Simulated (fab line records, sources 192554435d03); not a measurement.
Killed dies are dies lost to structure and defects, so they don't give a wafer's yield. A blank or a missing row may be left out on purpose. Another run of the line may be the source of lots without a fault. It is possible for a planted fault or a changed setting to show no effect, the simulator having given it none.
Struck lot and sound lot, side by side	flow n5Finfet	16 out of 1938 route steps
Sound: the wafers L173.2, L173.4, L173.6. The struck wafers were L168.2, L168.3, L168.5. Last of all comes the cause.
For every step that has rows: the tool of each side, followed by ch and its chambers, followed by its first start. Under that, the readings that differ: sound wafers	struck wafers	difference of the means	sigmas: that difference in standard deviations of wafers without a fault.
alike: words and numbers the same on both sides, and readings whose means are apart by under 2 such deviations; not compared: readings that were withheld, readings missing a value for some wafer, numbers with overlapping values and no deviation given by the record, and bounds like >300 which may hide the same value.
A row with sigmas, a row that says differs or no value, or rows on one side alone: a step with any of these is where the two part. Non-overlapping numbers with no deviation appear without sigmas and do not part them. A reading missing from all wafers of one side parts the sides only when that side holds two or more wafers.

N5_HKMG_FIN_OVL_MEAS_13:
  sound on overlay-01 ch 0, day 9 16:05; struck on overlay-01 ch 0, day 8 10:47
  alike: NWFM_OVL
N5_HKMG_FIN_INSPECT_14: inspects for defects (macro).
  sound: defectInspect-02 at day 9 16:07; struck: defectInspect-01 at day 8 10:48
  alike: rawDefectCount
then, 2 steps without rows for these wafers: N5_HKMG_FIN_DESCUM_17 (chemistry O2, time 7.9 s); N5_HKMG_FIN_ETCH_31 (etches SiARC in CF4, target depth 45.5 nm, time 75.8 s).
N5_HKMG_FIN_ETCH_32: etches SOC in N2/H2, target depth 240 nm, time 300 s.
  sound on rieDiel-06 ch 2,3, day 9 16:14; struck on rieDiel-06 ch 0,2,3, day 8 11:43
  alike: drypumpMotorCurrentA, oesProductAu, rfVppV, showerheadPlenumPTorr, tempC, throttleValvePct
  not compared: rfHoursCounterH
then, 3 steps without rows for these wafers: N5_HKMG_FIN_STRIP_33 (strips in N2/H2); N5_HKMG_FIN_STRIP_34 (strips in CF4); N5_HKMG_FIN_ETCH_35 (etches SOC in N2/H2, target depth 215.8 nm, time 243.4 s).
N5_HKMG_FIN_STRIP_92: strips SOC in N2/H2, time 20 s.
  sound on rieDiel-06 ch 2,3, day 9 16:36; struck on rieDiel-06 ch 0,2,3, day 8 12:04
  alike: biasPowerW, drypumpMotorCurrentA, oesProductAu, rfVppV, showerheadPlenumPTorr, tempC, throttleValvePct
  not compared: rfHoursCounterH
then, 1 step without rows for these wafers: N5_HKMG_FIN_WET_ETCH_18 (etches TiN in SC1, time 55 s, target depth 5.2 nm, rinse time 30 s).
N5_HKMG_FIN_STRIP_19: strips in N2/H2, time 360 s.
  sound on plasmaAsher-02 ch 1, day 9 16:44; struck on plasmaAsher-02 ch 0,1, day 8 12:13
  alike: drypumpMotorCurrentA, heaterPowerW, tempC
  not compared: rfHoursCounterH
N5_HKMG_FIN_ALD_91: deposits TiN, target thk 1 nm, pulse time 1 s, purge time 3 s.
  sound on aldMetal-03 ch 0,2,3, day 9 17:08; struck on aldMetal-03 ch 0,1,2, day 8 12:37
  alike: heaterPowerW, precursorPulseHeightRel
N5_HKMG_FIN_COAT_85: time 60 s, resist thk 300 nm.
  sound on lithoTrack-04 ch 0, day 9 17:24; struck on lithoTrack-03 ch 0, day 8 12:53
reading	sound	struck	difference	sigmas
spinSpeedRpm (rpm)	1499.6 1499.4 1500.1	1552.9 1552.9 1553.2	+53.3	+44
model.SOC_of_HKMG_FIN_COAT_85.thkNm (nm)	298.4 299.2 298.6	294.8 295.6 295.2	-3.5	
  alike: resistLineTempC
N5_HKMG_FIN_ETCH_86: etches SOC in N2/H2, stops on TiN, target depth 393.2 nm.
  sound on rieDiel-05 ch 2,3, day 9 17:43; struck on rieDiel-06 ch 0,1,2, day 8 12:57
  alike: drypumpMotorCurrentA, oesProductAu, rfVppV, showerheadPlenumPTorr, throttleValvePct
  not compared: rfHoursCounterH
-- record jumps: 4 days separate the struck wafers' starts on either side; left off in module HKMG_FIN, taken up again in module BEOL_M4, whose first shown step is the route's number 1111 --
N5_BEOL_M4_RC_MEAS_101:
  sound on prober-01 ch 0, day 13 20:31; struck on prober-01 ch 0, day 12 05:05
reading	sound	struck	difference	sigmas
IOFF_N (nA/um)	0.16 0.12 0.13	0.24 0.23 0.21	+0.09	+2
VT_P (mV)	-252 -254 -254	-245 -243 -246	+9	+3
  alike: DIBL_N, DIBL_P, IOFF_P, ION_N, ION_P, SS_N, SS_P, VT_N
-- here the record skips 4 days between the struck wafers' starts before and after, leaving off in module BEOL_M4 and picking up in module PASSIVATION (first step shown: number 1936 of the route) --
N5_PASSIVATION_PROBE_49:
  sound: prober-01 at day 18 14:50; struck: prober-02 at day 16 10:41
  alike: defectLimitedYield, killed_at_M0_to_M3, killed_at_M4_up, killedAtContacts, killedAtFrontEnd, killedAtOther, killedDies, killedOpen, killedShort, sort_bin_4_leakage, sort_bin_5_function, sort_bin_6_memory, sort_bin_8_speed, sortNPass, sortYieldPct

== WHERE THEY PART ==
Earliest at N5_HKMG_FIN_COAT_85; latest, in this record, at N5_BEOL_M4_RC_MEAS_101. Later steps at which nothing parts them and some readings are alike: N5_PASSIVATION_PROBE_49.

WHY: whatever the simulator had introduced
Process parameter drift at N5_HKMG_FIN_COAT_85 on lithoTrack-03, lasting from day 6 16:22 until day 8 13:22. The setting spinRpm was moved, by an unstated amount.
